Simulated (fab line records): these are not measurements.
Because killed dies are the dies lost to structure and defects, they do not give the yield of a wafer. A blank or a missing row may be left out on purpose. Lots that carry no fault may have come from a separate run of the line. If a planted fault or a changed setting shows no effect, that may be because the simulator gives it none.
Matching of chambers :: flow n5 finfet :: rie diel-05 running N5_MOL_CONTACT_COAG_ETCH_105: 4 sister chambers
The step etches SiARC in CF4, target depth 15.6 nm, time 26 s. 4 wafers are shown with their chamber, then 10 later ones without.

== WAFERS PAIRED WITH THEIR CHAMBERS ==
wafer: L086.6
chamber: 3
drypump motor current A (A): 5.9

wafer: L089.4
chamber: 0
drypump motor current A (A): 5.1

wafer: L090.2
chamber: 1
drypump motor current A (A): 5.7

wafer: L090.3
chamber: 2
drypump motor current A (A): 5.8

== WAFERS WHOSE CHAMBER IS MISSING ==
wafer: L090.6
drypump motor current A (A): 5.1

wafer: L091.1
drypump motor current A (A): 5.9

wafer: L091.2
drypump motor current A (A): 5.6

wafer: L091.3
drypump motor current A (A): 5.1

wafer: L096.1
drypump motor current A (A): 5.6

wafer: L096.3
drypump motor current A (A): 5.8

wafer: L096.6
drypump motor current A (A): 5.6

wafer: L097.3
drypump motor current A (A): 5.6

wafer: L097.4
drypump motor current A (A): 5.1

wafer: L097.6
drypump motor current A (A): 5.7

== WHICH CHAMBER EACH WENT THROUGH ==
wafer: L090.6
from the rows above: 0
in truth: 0

wafer: L091.1
from the rows above: can't be placed: 3 or 2
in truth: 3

wafer: L091.2
from the rows above: can't be placed: 1 or 2
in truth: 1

wafer: L091.3
from the rows above: 0
in truth: 0

wafer: L096.1
from the rows above: can't be placed: 1 or 2
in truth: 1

wafer: L096.3
from the rows above: can't be placed: 2 or 1 or 3
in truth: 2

wafer: L096.6
from the rows above: can't be placed: 1 or 2
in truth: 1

wafer: L097.3
from the rows above: can't be placed: 1 or 2
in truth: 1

wafer: L097.4
from the rows above: 0
in truth: 0

wafer: L097.6
from the rows above: can't be placed: 1 or 2
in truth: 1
Correctly placed: 3 of 10. Can't be placed from these rows: 7 (the true chamber is among the candidates in 7). Wrongly placed: 0.
How it was worked out, from the rows above alone: a wafer's distance from a chamber is the root of the sum, over the readings, of the square of ((its reading less the chamber's mean) divided by the reading's scatter). The wafer belongs to the nearest chamber; if the next one is less than 2 further off, it can't be placed. The mean given for a chamber averages the wafers shown for that chamber. The scatter: root of mean squared gap, hidden wafer to nearest shown wafer, with one shown wafer a chamber.
